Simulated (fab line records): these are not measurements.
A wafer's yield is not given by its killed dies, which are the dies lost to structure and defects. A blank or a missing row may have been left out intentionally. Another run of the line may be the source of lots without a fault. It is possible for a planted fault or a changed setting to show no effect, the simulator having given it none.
Matching of chambers / flow n5-finfet / N5_HKMG_FIN_ETCH_86 on rie-diel-02: 4 sister chambers
The step etches SOC in N2/H2, stops on TiN, target depth 393.2 nm. 8 wafers are shown with their chamber, then 8 later ones without.

== WAFERS PAIRED WITH THEIR CHAMBERS ==
wafer=L076.2; chamber=2; drypump-motor-current-A (A)=5.7; throttle-valve-pct (%)=17.93
wafer=L081.5; chamber=1; drypump-motor-current-A (A)=6.5; throttle-valve-pct (%)=17.40
wafer=L087.4; chamber=2; drypump-motor-current-A (A)=5.7; throttle-valve-pct (%)=17.96
wafer=L087.5; chamber=3; drypump-motor-current-A (A)=6.0; throttle-valve-pct (%)=17.67
wafer=L088.1; chamber=0; drypump-motor-current-A (A)=6.3; throttle-valve-pct (%)=17.50
wafer=L088.3; chamber=3; drypump-motor-current-A (A)=6.0; throttle-valve-pct (%)=17.66
wafer=L088.6; chamber=0; drypump-motor-current-A (A)=6.2; throttle-valve-pct (%)=17.51
wafer=L091.1; chamber=1; drypump-motor-current-A (A)=6.5; throttle-valve-pct (%)=17.44

== WAFERS MISSING THEIR CHAMBER ==
wafer=L091.5; drypump-motor-current-A (A)=5.7; throttle-valve-pct (%)=17.98
wafer=L091.6; drypump-motor-current-A (A)=6.0; throttle-valve-pct (%)=17.68
wafer=L093.2; drypump-motor-current-A (A)=6.5; throttle-valve-pct (%)=17.44
wafer=L093.4; drypump-motor-current-A (A)=5.6; throttle-valve-pct (%)=17.99
wafer=L093.5; drypump-motor-current-A (A)=6.5; throttle-valve-pct (%)=17.45
wafer=L096.2; drypump-motor-current-A (A)=6.2; throttle-valve-pct (%)=17.54
wafer=L096.4; drypump-motor-current-A (A)=6.0; throttle-valve-pct (%)=17.69
wafer=L096.6; drypump-motor-current-A (A)=6.0; throttle-valve-pct (%)=17.70

== WHICH CHAMBER EACH ONE RAN IN ==
wafer=L091.5; from the rows above=2; in truth=2
wafer=L091.6; from the rows above=3; in truth=3
wafer=L093.2; from the rows above=1; in truth=1
wafer=L093.4; from the rows above=2; in truth=2
wafer=L093.5; from the rows above=1; in truth=1
wafer=L096.2; from the rows above=0; in truth=0
wafer=L096.4; from the rows above=3; in truth=3
wafer=L096.6; from the rows above=3; in truth=3
Correct placement for 8 of the 8. Left unplaced by these rows: 0. 0 placed wrongly.
How it was worked out, from the rows above alone: a wafer's distance from a chamber is the root of the sum, over the readings, of the square of ((its reading less the chamber's mean) divided by the reading's scatter). The wafer belongs to the nearest chamber; if the next one is less than 2 further off, it can't be placed. Each chamber's mean is taken over the wafers shown for it. The scatter: take each reading less its chamber's mean, square it, sum over the shown wafers, divide by the number of wafers less the number of chambers, and take the root.
